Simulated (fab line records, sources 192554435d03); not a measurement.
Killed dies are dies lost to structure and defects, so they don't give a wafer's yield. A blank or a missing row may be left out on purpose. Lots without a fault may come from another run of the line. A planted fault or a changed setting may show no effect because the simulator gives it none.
Which tool did it? | flow n5_finfet | 22 lots, 66 wafers sampled, at 1 step of a route of 1938

WHAT THE GAUGES READ, wafer by wafer
N5_BEOL_M8_THK_MEAS_01.
lot  | measured     | on            | M8_ILD_THK (nm)
L074 | day 9 12:24  | film_metro-02 | 151.0 154.2 157.1
L076 | day 9 18:35  | film_metro-02 | 150.6 153.5 155.6
L075 | day 10 00:49 | film_metro-02 | 154.1 156.6 155.9
L077 | day 10 02:15 | film_metro-02 | 153.3 153.8 154.2
L078 | day 10 06:46 | film_metro-02 | 155.5 154.6 158.2
L079 | day 10 17:05 | film_metro-02 | 151.5 157.5 157.8
L080 | day 10 21:19 | film_metro-01 | 154.0 153.9 156.1
L081 | day 11 09:42 | film_metro-01 | 152.5 151.6 155.2
L082 | day 11 20:37 | film_metro-02 | 155.7 155.3 157.9
L084 | day 11 20:58 | film_metro-02 | 153.3 152.7 152.5
L088 | day 12 19:08 | film_metro-01 | 152.2 155.7 155.4
L085 | day 12 19:25 | film_metro-02 | 153.6 154.5 154.9
L086 | day 12 21:19 | film_metro-02 | 151.3 153.1 152.4
L087 | day 12 22:32 | film_metro-02 | 156.3 155.4 157.0
L091 | day 12 23:19 | film_metro-01 | 152.3 153.7 154.7
L090 | day 13 03:58 | film_metro-02 | 154.8 157.8 154.9
L089 | day 13 07:27 | film_metro-01 | 151.0 151.7 155.1
L092 | day 14 01:31 | film_metro-02 | 152.5 152.0 154.6
L094 | day 14 06:34 | film_metro-02 | 153.2 153.5 155.2
L093 | day 14 08:23 | film_metro-01 | 157.1 155.4 157.6
L095 | day 14 12:22 | film_metro-02 | 153.3 157.2 158.4
L096 | day 15 04:45 | film_metro-02 | 153.9 156.8 156.0

WHICH TOOL RAN EACH LOT (tool, then ch and the chambers of the sampled wafers, then the start)
The record holds no process step before these readings.

WHAT THE TOOLS THEMSELVES READ (means of the sampled wafers that have a number; where no wafer has one, the mark that the record gives instead)
The record holds no such reading with a usual standard deviation.

THE ANSWER, worked out from the rows above alone
Rule: what is usual is taken from the lots themselves. Put in order of their means at a reading, lots are off if they are a third of the lots or fewer, leave a main group of 4 or more, and stand apart from it by a gap of 3 or more times the standard deviation of the main group's means; of several such gaps the widest counts. A main group whose means are all the same, to the digits that the tables above print for the reading, isn't used. A lot without any number at a reading at which 4 lots or more have one is off too. The other lots that the step has rows for count as sound. The gauges are gone through in route order, then the tools' own readings, and for those a lot's mean is taken as printed above. The first step at which some lot is off is used, and at that step the reading that is off furthest; a lot without a number counts as furthest.
No lot is off at any reading shown: from this, nothing can be told.

WHAT THE SIMULATOR HAD PUT IN
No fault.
